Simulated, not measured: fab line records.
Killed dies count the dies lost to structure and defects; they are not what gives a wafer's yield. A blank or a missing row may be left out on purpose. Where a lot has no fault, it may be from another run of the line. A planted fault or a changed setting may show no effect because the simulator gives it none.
Which tool did it? / flow n5 finfet / Sampling: 8 lots, 24 wafers, 5 of 1938 route steps

WHAT THE GAUGES SHOWED, per wafer
N5_SD_EPI_N_INSPECT_26: inspects for defects (darkfield).
lot=L743; measured=day 3 06:44; on=defect inspect-02; raw defect count=183 190 261
lot=L746; measured=day 3 23:19; on=defect inspect-02; raw defect count=205 215 155
lot=L747; measured=day 4 09:23; on=defect inspect-02; raw defect count=213 198 167
lot=L753; measured=day 6 00:07; on=defect inspect-02; raw defect count=1736 1669 1626
lot=L754; measured=day 6 00:12; on=defect inspect-02; raw defect count=1640 1571 1649
lot=L760; measured=day 7 15:53; on=defect inspect-02; raw defect count=171 281 206
lot=L765; measured=day 8 20:43; on=defect inspect-01; raw defect count=181 270 183
lot=L766; measured=day 9 03:19; on=defect inspect-01; raw defect count=256 240 261

TOOL THAT RAN EACH LOT (tool first, then ch and the chambers of the sampled wafers, then the start)
lot=L743; N5_SD_EPI_N_ETCH_34=rie diel-04 ch 0,1,2, day 3 02:50; N5_SD_EPI_N_ETCHBACK_44=rie diel-04 ch 0,1,2, day 3 03:13; N5_SD_EPI_N_ETCH_45=rie diel-04 ch 0,1,2, day 3 03:19; N5_SD_EPI_N_VAPOR_ETCH_50=epi rpcvd-01 ch 0, day 3 04:17
lot=L746; N5_SD_EPI_N_ETCH_34=rie diel-06 ch 0,3, day 3 18:40; N5_SD_EPI_N_ETCHBACK_44=rie diel-06 ch 0,3, day 3 19:03; N5_SD_EPI_N_ETCH_45=rie diel-06 ch 0,3, day 3 19:09; N5_SD_EPI_N_VAPOR_ETCH_50=epi rpcvd-03 ch 0, day 3 20:17
lot=L747; N5_SD_EPI_N_ETCH_34=rie diel-04 ch 0,1, day 4 05:08; N5_SD_EPI_N_ETCHBACK_44=rie diel-04 ch 0,1, day 4 05:31; N5_SD_EPI_N_ETCH_45=rie diel-04 ch 0,1, day 4 05:37; N5_SD_EPI_N_VAPOR_ETCH_50=epi rpcvd-04 ch 0, day 4 06:56
lot=L753; N5_SD_EPI_N_ETCH_34=rie diel-04 ch 0,3, day 5 17:02; N5_SD_EPI_N_ETCHBACK_44=rie diel-04 ch 0,3, day 5 17:25; N5_SD_EPI_N_ETCH_45=rie diel-04 ch 0,3, day 5 17:31; N5_SD_EPI_N_VAPOR_ETCH_50=epi rpcvd-03 ch 0, day 5 21:05
lot=L754; N5_SD_EPI_N_ETCH_34=rie diel-04 ch 0,1,2, day 5 20:16; N5_SD_EPI_N_ETCHBACK_44=rie diel-04 ch 0,1,2, day 5 20:39; N5_SD_EPI_N_ETCH_45=rie diel-04 ch 0,1,2, day 5 20:45; N5_SD_EPI_N_VAPOR_ETCH_50=epi rpcvd-01 ch 0, day 5 21:45
lot=L760; N5_SD_EPI_N_ETCH_34=rie diel-02 ch 0,1,2, day 7 11:05; N5_SD_EPI_N_ETCHBACK_44=rie diel-02 ch 0,1,2, day 7 11:28; N5_SD_EPI_N_ETCH_45=rie diel-02 ch 0,1,2, day 7 11:34; N5_SD_EPI_N_VAPOR_ETCH_50=epi rpcvd-01 ch 0, day 7 12:43
lot=L765; N5_SD_EPI_N_ETCH_34=rie diel-06 ch 1,2, day 8 15:04; N5_SD_EPI_N_ETCHBACK_44=rie diel-06 ch 1,2, day 8 15:26; N5_SD_EPI_N_ETCH_45=rie diel-06 ch 1,2, day 8 15:32; N5_SD_EPI_N_VAPOR_ETCH_50=epi rpcvd-04 ch 0, day 8 16:51
lot=L766; N5_SD_EPI_N_ETCH_34=rie diel-06 ch 1,2, day 8 21:27; N5_SD_EPI_N_ETCHBACK_44=rie diel-06 ch 1,2, day 8 21:50; N5_SD_EPI_N_ETCH_45=rie diel-06 ch 1,2, day 8 21:56; N5_SD_EPI_N_VAPOR_ETCH_50=epi rpcvd-04 ch 0, day 8 23:17
- N5_SD_EPI_N_ETCH_34: etches SiARC in CF4, target depth 45.5 nm, time 75.8 s.
- N5_SD_EPI_N_ETCHBACK_44: etches SiNx in CH3F/O2, stops on SiO2, target depth 14.5 nm.
- N5_SD_EPI_N_ETCH_45: etches SiOCN in CH3F/O2, target depth 6 nm.
- N5_SD_EPI_N_VAPOR_ETCH_50: etches Si in HCl, time 54 s.

THE ANSWER, worked out from the rows above alone
Rule: the usual values come from the lots themselves. The widest of any qualifying gaps counts: lots, ordered by their means at a reading, are off when they make up no more than a third of the lots, leave a main group of 4 or more, and stand apart from it by 3 or more times the standard deviation of that group's means. The tables above print the reading to a certain number of digits; a main group whose means all agree to those digits is not used. A lot without any number at a reading at which 4 lots or more have one is off too. All remaining lots with rows at the step are treated as sound.
Off at N5_SD_EPI_N_INSPECT_26 (raw defect count): L753, L754. The main group has a mean of 213 with a standard deviation of 20.
If a tool, at a process step before that reading, ran all the lots that are off and no sound lot after the first of them, it fits. The gauges at N5_SD_EPI_N_INSPECT_26 are tried like those tools. One fits: rie diel-04 at N5_SD_EPI_N_ETCH_34 and N5_SD_EPI_N_ETCHBACK_44 and N5_SD_EPI_N_ETCH_45. At N5_SD_EPI_N_ETCH_34 its last sound lot is L747 (day 4 05:08), its first lot that is off L753 (day 5 17:02): a fault that began between those two fits.

WHAT HAD BEEN PUT IN BY THE SIMULATOR
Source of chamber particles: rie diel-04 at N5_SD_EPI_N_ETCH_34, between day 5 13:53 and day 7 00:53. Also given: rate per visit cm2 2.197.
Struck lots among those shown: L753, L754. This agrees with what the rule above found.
